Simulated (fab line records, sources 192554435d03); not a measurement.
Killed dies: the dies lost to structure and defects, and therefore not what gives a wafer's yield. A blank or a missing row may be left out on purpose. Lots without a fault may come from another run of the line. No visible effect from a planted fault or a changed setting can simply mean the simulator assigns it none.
Matching of chambers -- flow n5-finfet -- N5_MOL_CONTACT_COAG_ETCH_67 on rie-diel-03: 4 sister chambers
The step etches SOC in N2/H2, target depth 60 nm, overetch 21 nm, time 101.2 s. 18 wafers are shown with their chamber, then 9 later ones without.

## WAFERS PAIRED WITH THEIR CHAMBERS
wafer,chamber,drypump-motor-current-A (A),throttle-valve-pct (%),showerhead-plenum-p-Torr (Torr)
L074.1,1,6.5,17.54,2.60
L074.4,3,5.6,18.33,2.63
L074.6,3,5.6,18.36,2.63
L078.2,3,5.6,18.35,2.63
L078.3,2,6.7,17.80,2.59
L078.6,2,6.7,17.81,2.59
L077.4,2,6.7,17.82,2.59
L077.5,0,6.0,17.95,2.48
L077.6,1,6.4,17.55,2.60
L079.1,3,5.6,18.37,2.62
L079.4,2,6.7,17.82,2.58
L079.6,2,6.7,17.82,2.59
L083.2,2,6.7,17.83,2.58
L083.3,0,6.0,17.98,2.48
L083.6,1,6.5,17.55,2.59
L085.1,1,6.5,17.57,2.59
L085.4,0,6.0,17.99,2.48
L085.6,1,6.5,17.57,2.59

SIGNATURES (means of the wafers above)
reading,chamber 0,chamber 1,chamber 2,chamber 3,scatter within a chamber
drypump-motor-current-A,6.000,6.480,6.700,5.600,0.0239
throttle-valve-pct,17.9733,17.5560,17.8167,18.3525,0.0146
showerhead-plenum-p-Torr,2.4800,2.5940,2.5867,2.6275,0.00484
Rule: a wafer lies at a distance from a chamber equal to the root of the sum of squares, over the readings, of (its reading less the chamber's mean, divided by the reading's scatter). The wafer belongs to the nearest chamber; if the next one is less than 2 further off, it can't be placed. The scatter is the square root of a quotient: the sum, over the shown wafers, of each reading's squared deviation from its chamber's mean, divided by wafers minus chambers.

## WAFERS WHOSE CHAMBER IS MISSING
wafer,drypump-motor-current-A (A),throttle-valve-pct (%),showerhead-plenum-p-Torr (Torr)
L086.2,5.6,18.39,2.62
L086.4,6.7,17.84,2.58
L086.5,6.7,17.84,2.58
L087.1,6.0,17.98,2.47
L087.2,5.6,18.38,2.62
L087.5,6.7,17.83,2.58
L093.2,6.4,17.59,2.58
L093.4,5.6,18.41,2.61
L093.6,6.7,17.88,2.57

## WHICH CHAMBER EACH ONE RAN IN
wafer,from the rows above,in truth
L086.2,3,3
L086.4,2,2
L086.5,2,2
L087.1,0,0
L087.2,3,3
L087.5,2,2
L093.2,1,1
L093.4,3,3
L093.6,2,2
Correct placement for 9 of the 9. Number that these rows cannot place: 0. Number placed wrongly: 0.
